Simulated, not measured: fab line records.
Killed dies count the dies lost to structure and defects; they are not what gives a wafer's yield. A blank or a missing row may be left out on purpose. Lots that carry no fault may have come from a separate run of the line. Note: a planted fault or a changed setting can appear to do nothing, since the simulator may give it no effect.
Which of the tools did it? :: flow nand_harc :: Sampling: 11 lots, 33 wafers, 5 of 1302 route steps

WHAT THE GAUGES SHOWED, per wafer
NHARC_END_SORT_01.
lot: L250
measured: day 28 19:29
on: prober-02
killed_at_array: 46

lot: L249
measured: day 29 08:59
on: prober-02
killed_at_array: 74 46

WHICH TOOL RAN EACH LOT (tool, then ch and the chambers of the sampled wafers, then the start)
lot: L241
NHARC_A_SLIT_ETCH_29: rie_diel-05 ch 0,2,3, day 20 09:46
NHARC_A_SLIT_STRIP_18: rie_diel-05 ch 0,1,2, day 21 00:32 or earlier
NHARC_A_WL_FILL_ALD_10: ald_hk-04 ch 0,1,3, day 21 00:32
NHARC_A_WL_FILL_CVD_23: lpcvd_poly-03 ch 0, day 21 06:53

lot: L243
NHARC_A_SLIT_ETCH_29: rie_diel-05 ch 0,2,3, day 21 03:15
NHARC_A_SLIT_STRIP_18: rie_diel-05 ch 0,1,2, day 22 01:47 or earlier
NHARC_A_WL_FILL_ALD_10: ald_hk-01 ch 0,1,3, day 22 01:47
NHARC_A_WL_FILL_CVD_23: lpcvd_poly-01 ch 0, day 22 09:17

lot: L248
NHARC_A_SLIT_ETCH_29: rie_diel-05 ch 0,3, day 23 11:30
NHARC_A_SLIT_STRIP_18: rie_diel-05 ch 0,2,3, day 24 02:11 or earlier
NHARC_A_WL_FILL_ALD_10: ald_hk-03 ch 1,2,3, day 24 02:11
NHARC_A_WL_FILL_CVD_23: lpcvd_poly-03 ch 0, day 24 10:10

lot: L250
NHARC_A_SLIT_ETCH_29: rie_diel-05 ch 0,2, day 24 10:44
NHARC_A_SLIT_STRIP_18: rie_diel-05 ch 0,1, day 25 00:56 or earlier
NHARC_A_WL_FILL_ALD_10: ald_hk-04 ch 0,1,3, day 25 00:56
NHARC_A_WL_FILL_CVD_23: lpcvd_poly-03, day 25 09:46

lot: L249
NHARC_A_SLIT_ETCH_29: rie_diel-09 ch 0,1,2, day 24 12:31
NHARC_A_SLIT_STRIP_18: rie_diel-09 ch 0,2,3, day 25 12:37 or earlier
NHARC_A_WL_FILL_ALD_10: ald_hk-03 ch 0,3, day 25 12:37
NHARC_A_WL_FILL_CVD_23: lpcvd_poly-02, day 25 20:04

lot: L253
NHARC_A_SLIT_ETCH_29: rie_diel-09 ch 0,1, day 26 01:32
NHARC_A_SLIT_STRIP_18: rie_diel-09 ch 0,2,3, day 26 17:40 or earlier
NHARC_A_WL_FILL_ALD_10: ald_hk-01 ch 1,2,3, day 26 17:40
NHARC_A_WL_FILL_CVD_23: lpcvd_poly-03 ch 0, day 27 00:39

lot: L257
NHARC_A_SLIT_ETCH_29: rie_diel-05 ch 0,1,3, day 27 20:50
NHARC_A_SLIT_STRIP_18: rie_diel-05 ch 1,2, day 28 10:33 or earlier
NHARC_A_WL_FILL_ALD_10: ald_hk-04 ch 1,2,3, day 28 10:33
NHARC_A_WL_FILL_CVD_23: lpcvd_poly-03 ch 0, day 28 17:23

lot: L259
NHARC_A_SLIT_ETCH_29: rie_diel-05 ch 0,1,2, day 28 06:50
NHARC_A_SLIT_STRIP_18: rie_diel-05 ch 1,2,3, day 29 00:14 or earlier
NHARC_A_WL_FILL_ALD_10: ald_hk-01 ch 0,1, day 29 00:14
NHARC_A_WL_FILL_CVD_23: lpcvd_poly-01 ch 0, day 29 06:55

lot: L261
NHARC_A_SLIT_ETCH_29: rie_diel-09 ch 0,1,3, day 28 08:12
NHARC_A_SLIT_STRIP_18: rie_diel-09 ch 0,3, day 28 23:54 or earlier
NHARC_A_WL_FILL_ALD_10: ald_hk-04 ch 0,2,3, day 28 23:54
NHARC_A_WL_FILL_CVD_23: lpcvd_poly-01 ch 0, day 29 06:55

lot: L260
NHARC_A_SLIT_ETCH_29: rie_diel-09 ch 0,1,3, day 28 10:40
NHARC_A_SLIT_STRIP_18: rie_diel-09 ch 0,1,3, day 29 02:32 or earlier
NHARC_A_WL_FILL_ALD_10: ald_hk-03 ch 0,3, day 29 02:32
NHARC_A_WL_FILL_CVD_23: lpcvd_poly-01 ch 0, day 29 09:28

lot: L262
NHARC_A_SLIT_ETCH_29: rie_diel-05 ch 2,3, day 28 23:48
NHARC_A_SLIT_STRIP_18: rie_diel-05 ch 0,3, day 29 16:26 or earlier
NHARC_A_WL_FILL_ALD_10: ald_hk-04 ch 0,3, day 29 16:26
NHARC_A_WL_FILL_CVD_23: lpcvd_poly-02 ch 0, day 29 23:21
- NHARC_A_SLIT_ETCH_29: etches the open film in CF4/O2, target depth 100 nm, overetch 10 nm, time 55 s.
- NHARC_A_SLIT_STRIP_18: strips in O2.
- NHARC_A_WL_FILL_ALD_10: deposits SiO2, target thk 50 nm, pulse time 10 s, ald cycles 500.
- NHARC_A_WL_FILL_CVD_23: deposits poly-Si, target thk 40 nm, time 800 s.

THE ANSWER, worked out from the rows above alone
Rule: the usual values come from the lots themselves. Put in order of their means at a reading, lots are off if they are a third of the lots or fewer, leave a main group of 4 or more, and stand apart from it by a gap of 3 or more times the standard deviation of the main group's means; of several such gaps the widest counts. Not used: any main group whose means are identical at the precision the tables above print for the reading. A lot without any number at a reading at which 4 lots or more have one is off too. The other lots that the step has rows for count as sound.
Nothing can be told from this: no lot is off at any reading shown.

WHAT HAD BEEN PUT IN BY THE SIMULATOR
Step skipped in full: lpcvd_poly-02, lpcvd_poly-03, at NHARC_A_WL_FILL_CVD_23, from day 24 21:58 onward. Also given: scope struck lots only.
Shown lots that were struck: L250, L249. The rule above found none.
